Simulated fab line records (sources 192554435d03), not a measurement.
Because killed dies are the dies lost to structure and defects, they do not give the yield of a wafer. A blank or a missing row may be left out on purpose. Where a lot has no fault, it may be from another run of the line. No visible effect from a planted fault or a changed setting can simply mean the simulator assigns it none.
Chamber matching + flow n5 finfet + N5_SDB_ALD_29 on ald sin-02: 4 sister chambers
The step deposits SiNx, target thk 30 nm, pulse time 1 s, ald cycles 600. 7 wafers are shown with their chamber, then 7 later ones without.

== WAFERS, EACH WITH ITS CHAMBER ==
| wafer  | chamber | heater power w (W) | precursor pulse height rel |
|--------|---------|--------------------|----------------------------|
| L075.1 | 0       | 954                | 0.998                      |
| L077.3 | 2       | 858                | 0.981                      |
| L083.2 | 1       | 764                | 0.995                      |
| L083.5 | 2       | 897                | 1.012                      |
| L083.6 | 1       | 754                | 0.950                      |
| L088.2 | 3       | 845                | 0.971                      |
| L088.5 | 3       | 845                | 0.975                      |

== WAFERS WITHOUT THEIR CHAMBER ==
| wafer  | heater power w (W) | precursor pulse height rel |
|--------|--------------------|----------------------------|
| L088.6 | 855                | 1.013                      |
| L090.1 | 848                | 0.988                      |
| L090.3 | 776                | 1.000                      |
| L090.5 | 777                | 0.978                      |
| L095.1 | 877                | 0.977                      |
| L095.2 | 828                | 0.963                      |
| L095.5 | 834                | 1.001                      |

== WHICH CHAMBER EACH WENT THROUGH ==
| wafer  | from the rows above     | in truth |
|--------|-------------------------|----------|
| L088.6 | can't be placed: 2 or 3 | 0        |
| L090.1 | can't be placed: 3 or 2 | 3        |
| L090.3 | 1                       | 1        |
| L090.5 | 1                       | 1        |
| L095.1 | can't be placed: 2 or 3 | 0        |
| L095.2 | 3                       | 3        |
| L095.5 | can't be placed: 3 or 2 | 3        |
Correctly placed: 3 of 7. Can't be placed from these rows: 4 (the true chamber is among the candidates in 2). Wrongly placed: 0.
How it was worked out, from the rows above alone: a wafer's distance from a chamber is the root of the sum, over the readings, of the square of ((its reading less the chamber's mean) divided by the reading's scatter). The wafer belongs to the nearest chamber; if the next one is less than 2 further off, it can't be placed. Each chamber's mean is taken over the wafers shown for it. The scatter: take each reading less its chamber's mean, square it, sum over the shown wafers, divide by the number of wafers less the number of chambers, and take the root.
